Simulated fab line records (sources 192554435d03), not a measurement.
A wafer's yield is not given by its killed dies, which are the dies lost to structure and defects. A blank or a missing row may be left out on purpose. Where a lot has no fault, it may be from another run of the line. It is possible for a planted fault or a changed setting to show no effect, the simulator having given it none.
Which tool was responsible? | flow n5Finfet | Sampling: 9 lots, 27 wafers, 5 of 1938 route steps

== WHAT THE GAUGES SHOWED, per wafer ==
N5_BEOL_M4_RC_MEAS_101.
lot  | measured     | on        | DIBL_N (mV/V)
L422 | day 7 17:38  | prober-01 | 35.5 34.1 34.8
L424 | day 9 00:26  | prober-01 | 34.8 36.4 32.5
L425 | day 9 04:48  | prober-02 | 36.3 38.0 36.7
L431 | day 10 05:20 | prober-02 | 35.6 35.7 36.2
L433 | day 10 16:13 | prober-01 | 35.7 32.5 36.7
L440 | day 12 12:24 | prober-01 | 37.8 34.7 37.3
L443 | day 13 03:45 | prober-02 | 40.2 35.4 37.4
L442 | day 13 21:21 | prober-02 | 36.1 37.1 37.0
L445 | day 14 04:16 | prober-02 | 36.1 35.0 38.2

== WHICH TOOL RAN EACH LOT (tool, then ch and the chambers of the sampled wafers, then the start) ==
lot  | N5_DUMMY_GATE_TRIM_49          | N5_DUMMY_GATE_STRIP_48           | N5_SPACER0_ALD_07               | N5_SD_EPI_N_COAT_32
L422 | rieSi-05 ch 0,2, day 2 22:59   | rieDiel-04 ch 2,3, day 2 23:43   | aldSin-01 ch 0,3, day 3 02:50   | lithoTrack-01 ch 0, day 3 03:26
L424 | rieSi-03 ch 0,1,2, day 3 12:13 | rieDiel-02 ch 0,1,2, day 3 12:58 | aldSin-01 ch 2,3, day 3 13:25   | lithoTrack-05 ch 0, day 3 14:01
L425 | rieSi-05 ch 1,2,3, day 4 01:15 | rieDiel-03 ch 0,1,2, day 4 01:59 | aldSin-01 ch 0,1,3, day 4 02:16 | lithoTrack-01 ch 0, day 4 02:52
L431 | rieSi-05 ch 2,3, day 5 04:58   | rieDiel-03 ch 0,2, day 5 05:56   | aldSin-04 ch 1,3, day 5 06:15   | lithoTrack-04 ch 0, day 5 06:51
L433 | rieSi-02 ch 0,1,2, day 5 19:16 | rieDiel-04 ch 0,3, day 5 20:08   | aldSin-03 ch 0,2,3, day 5 20:26 | lithoTrack-05 ch 0, day 5 21:02
L440 | rieSi-05 ch 0,2,3, day 7 16:02 | rieDiel-02 ch 0,1,3, day 7 17:08 | aldSin-03 ch 0,1,2, day 7 17:21 | lithoTrack-05 ch 0, day 7 17:57
L443 | rieSi-05 ch 0,1, day 8 05:22   | rieDiel-04 ch 0,3, day 8 06:10   | aldSin-04 ch 0,1,2, day 8 07:01 | lithoTrack-04 ch 0, day 8 07:37
L442 | rieSi-02 ch 0,1,3, day 8 05:34 | rieDiel-03 ch 0,3, day 8 06:26   | aldSin-01 ch 1,2,3, day 8 07:02 | lithoTrack-05 ch 0, day 8 07:38
L445 | rieSi-02 ch 0,2,3, day 8 17:39 | rieDiel-03 ch 1,2, day 8 18:23   | aldSin-03 ch 2,3, day 8 19:08   | lithoTrack-04 ch 0, day 8 19:44
- N5_DUMMY_GATE_TRIM_49: chemistry O2, time 29 s, target cd 14 nm.
- N5_DUMMY_GATE_STRIP_48: strips in N2/H2, time 20 s.
- N5_SPACER0_ALD_07: deposits SiNx, target thk 2 nm.
- N5_SD_EPI_N_COAT_32: time 60 s, resist thk 350 nm.

== THE ANSWER, worked out from the rows above alone ==
Rule: the usual values come from the lots themselves. The widest of any qualifying gaps counts: lots, ordered by their means at a reading, are off when they make up no more than a third of the lots, leave a main group of 4 or more, and stand apart from it by 3 or more times the standard deviation of that group's means. A main group is skipped when, at the precision printed for the reading in the tables above, its means are all equal. Also off: a lot with no number at a reading for which 4 or more lots have one. Any other lot the step has rows for is counted as sound.
No lot is off on any of the readings shown, so nothing can be concluded from this.

== WHAT THE SIMULATOR HAD PUT IN ==
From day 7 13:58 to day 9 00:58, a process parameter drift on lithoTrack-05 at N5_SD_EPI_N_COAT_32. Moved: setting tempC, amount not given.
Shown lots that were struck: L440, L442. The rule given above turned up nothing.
